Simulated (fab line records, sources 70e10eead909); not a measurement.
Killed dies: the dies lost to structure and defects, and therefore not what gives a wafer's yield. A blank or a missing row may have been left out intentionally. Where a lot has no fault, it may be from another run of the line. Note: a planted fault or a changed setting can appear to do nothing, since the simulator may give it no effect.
Shared-tool check	flow nand_harc	Lots sampled 4, wafers sampled 12

== THE REASON FOR OPENING IT ==
On 3 of the 4 lots, a flag is raised at NHARC_END_SORT_01 on the reading killed_at_other. Wafers without a fault read 0.8, standard deviation 1.1.
Rule: a lot gets a flag if all its wafers with a number sit over 4 standard deviations from that mean, or if no wafer of it has a number. All remaining lots are regarded as sound.

lot	measured	on	killed_at_other, wafer by wafer	flag
L243	day 29 10:19	prober-01	1 1 0	
L246	day 30 13:25	prober-01	60 75 63	FLAGGED
L249	day 31 05:10	prober-02	54 62 53	FLAGGED
L247	day 31 22:25	prober-01	61 73 51	FLAGGED
On average the flagged lots' numbers are 61.3, which is +60.5 against the usual, or +55 standard deviations.

== LOT BY LOT: THE TOOL USED ==
3 process steps preceding the reading are held in the record, out of 1302 steps in the route. Each cell gives the tool, then ch followed by the chambers the sampled wafers passed through, then the start.
lot	flag	NHARC_THIN_TSV_STRIP_62	NHARC_THIN_TSV_PVD_51	NHARC_THIN_TSV_ANNEAL_52
L243		plasma_asher-01 ch 0,1, day 28 19:23	pvd_sputter-03, day 28 19:52	rtp_anneal-02 ch 0, day 28 20:46
L246	FLAGGED	plasma_asher-02 ch 1, day 30 00:12	pvd_sputter-03, day 30 00:40	rtp_anneal-02 ch 0, day 30 01:40
L249	FLAGGED	plasma_asher-01 ch 0,1, day 30 16:37	pvd_sputter-03, day 30 17:04	rtp_anneal-01 ch 0, day 30 18:07
L247	FLAGGED	plasma_asher-01 ch 1, day 31 05:55	pvd_sputter-03, day 31 06:24	rtp_anneal-01 ch 0, day 31 07:20
What these steps do:
- NHARC_THIN_TSV_STRIP_62: strips in N2/H2, time 20 s.
- NHARC_THIN_TSV_PVD_51: deposits Cu, target thk 100 nm.
- NHARC_THIN_TSV_ANNEAL_52: time 90 s.
- NHARC_END_SORT_01

== FLAGGED AGAINST TOTAL, ONE TOOL AT A TIME (gauges that did the reading follow at the end) ==
step	tool	lots run	flagged	share of the flagged lots	sound lots run after its first flagged lot
NHARC_THIN_TSV_STRIP_62	plasma_asher-01	3	2	some	0
NHARC_THIN_TSV_STRIP_62	plasma_asher-02	1	1	some	0
NHARC_THIN_TSV_PVD_51	pvd_sputter-03	4	3	all	0
NHARC_THIN_TSV_ANNEAL_52	rtp_anneal-01	2	2	some	0
NHARC_THIN_TSV_ANNEAL_52	rtp_anneal-02	2	1	some	0
NHARC_END_SORT_01	prober-01	3	2	some	0
NHARC_END_SORT_01	prober-02	1	1	some	0

== WHAT THE TABLE ALLOWS ==
All flagged lots share 1 row of the table, namely pvd_sputter-03 at NHARC_THIN_TSV_PVD_51.
- pvd_sputter-03 at NHARC_THIN_TSV_PVD_51 ran 4 lots, 3 of them flagged. Last sound lot L243 at day 28 19:52, first flagged lot L246 at day 30 00:40; a fault beginning in between fits.
Just one tool remains: pvd_sputter-03 at NHARC_THIN_TSV_PVD_51.

== WHAT HAD BEEN PUT IN BY THE SIMULATOR ==
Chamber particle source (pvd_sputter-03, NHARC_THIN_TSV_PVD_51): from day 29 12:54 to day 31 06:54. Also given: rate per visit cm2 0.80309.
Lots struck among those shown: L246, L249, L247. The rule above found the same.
